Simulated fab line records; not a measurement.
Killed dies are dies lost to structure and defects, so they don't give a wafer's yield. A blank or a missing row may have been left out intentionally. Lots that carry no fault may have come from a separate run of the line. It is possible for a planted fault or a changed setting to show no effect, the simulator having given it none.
Lot-split experiment	flow n5Finfet	route with 1938 steps; 7 lots, 39 wafers read

THE SPLIT ITSELF
At N5_BEOL_M5_DEP_56 (deposits SiCN from 3MS/NH3, target thk 8 nm, time 14 s), the setting targetThkA was moved away from the recipe's 80 angstrom on 15 of the 39 wafers read, by -59.9% to +48.4%. The other wafers ran this setting at the recipe's value.

The reading is taken at the split's own step.

THE READING
SiCN_of_BEOL_M5_DEP_56.thkNm (the simulator's own value, which no gauge read), in nm, at N5_BEOL_M5_DEP_56 (deposits SiCN from 3MS/NH3, target thk 8 nm, time 14 s). No usual value for it is given in the file. Here, 24 wafers ran the recipe; their average is 8.0 nm with a standard deviation of 0.16 nm.

wafer	tool, chamber at the split	targetThkA as run, angstrom	against the recipe	SiCN_of_BEOL_M5_DEP_56.thkNm, nm	against lot-mates on the recipe
L079.1	pecvd-01, 0	80	recipe	8	-
L079.3	pecvd-01, 0	80	recipe	8	-
L079.2	pecvd-01, 1,0	44.21	-44.7%	4.6	-3.5
L079.6	pecvd-01, 1,0	44.21	-44.7%	4.6	-3.5
L079.4	pecvd-01, 1	80	recipe	8.2	-
L079.5	pecvd-01, 1	44.21	-44.7%	4.4	-3.7
L080.1	pecvd-01, 1	118.7	+48.4%	11.8	+3.7
L080.2	pecvd-01, 0,1	80	recipe	8	-
L080.4	pecvd-01, 0,1	80	recipe	8	-
L080.3	pecvd-01, 0	118.7	+48.4%	12	+3.9
L080.5	pecvd-01, 0	118.7	+48.4%	12	+3.9
L080.6	pecvd-01, 1	80	recipe	8.2	-
L083.1	pecvd-03, 0,1	80	recipe	8	-
L083.4	pecvd-03, 0,1	80	recipe	8	-
L083.2	pecvd-03, 1,2	80	recipe	7.8	-
L083.3	pecvd-03, 1,2	80	recipe	7.8	-
L083.5	pecvd-03, 2,0	80	recipe	8.2	-
L083.6	pecvd-03, 2,0	80	recipe	8.2	-
L082.1	pecvd-02, 2	92.55	+15.7%	9.4	+1.2
L082.2	pecvd-02, 1	92.55	+15.7%	9.2	+1.0
L082.3	pecvd-02, 0	80	recipe	8.4	-
L082.4	pecvd-02, 0	80	recipe	8.2	-
L082.5	pecvd-02, 2	92.55	+15.7%	9.6	+1.4
L082.6	pecvd-02, 1	80	recipe	8	-
L091.2	pecvd-03, 2,1	80	recipe	7.8	-
L091.3	pecvd-03, 2,1	80	recipe	7.8	-
L091.4	pecvd-03, 0	80	recipe	8	-
L093.1	pecvd-01, 1	80	recipe	7.8	-
L093.2	pecvd-01, 2	48.07	-39.9%	4.8	-3.2
L093.6	pecvd-01, 2	48.07	-39.9%	4.8	-3.2
L093.3	pecvd-01, 0	48.07	-39.9%	4.6	-3.4
L093.4	pecvd-01, 1	80	recipe	8	-
L093.5	pecvd-01, 0	80	recipe	8.2	-
L092.1	pecvd-03, 1,0	80	recipe	8	-
L092.2	pecvd-03, 1,0	80	recipe	8	-
L092.3	pecvd-03, 2	32.05	-59.9%	3	-5.1
L092.4	pecvd-03, 0,1	32.05	-59.9%	3.2	-4.9
L092.6	pecvd-03, 0,1	32.05	-59.9%	3.2	-4.9
L092.5	pecvd-03, 2	80	recipe	8.2	-
Where a row lists several chambers, the file gives one row for several wafers and doesn't say which wafer went through which chamber.

FIT RESULTS
A straight line over all 39 wafers: SiCN_of_BEOL_M5_DEP_56.thkNm changes by +0.0811 nm for each +1% of targetThkA; r = +1.00; the points scatter about the line by 0.16 nm.
The same after taking each lot's own level away (the mean of its wafers on the recipe; 39 wafers): +0.0807 nm for each +1%; r = +1.00; scatter 0.14 nm.
According to that fit, moving targetThkA by its largest amount changes the reading by 4.8 nm.
Measured against the standard deviation above, the lots' own levels, which go from 7.87 to 8.20 nm, span 2.1 times it.
The two slopes are in agreement: the lot-to-lot level therefore moves the slope only a little.
Check: with one of the wafers moved furthest among these (-59.9%) left out of the fit, the line predicts -4.82 nm for it against its lot-mates. It came out at -5.07 nm against them.

OTHER SPLITS ON THESE WAFERS
Note: prior to the reading, these wafers also went through further splits. Each is held against what the fit with the lots' levels taken away leaves over:
other split on the same wafers	wafers away from the commonest value	r with SiCN_of_BEOL_M5_DEP_56.thkNm (lot level and that fit taken away)
N5_BEOL_M2_TRENCH_ETCH_37 timeS	12	+0.13
N5_BEOL_M3_ETCH_41 targetDepthA	12	+0.19

THE FILE'S OWN FIT
SiCN_of_BEOL_M5_DEP_56.thkNm changes by +0.0808 nm for each +1% of targetThkA, r = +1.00.
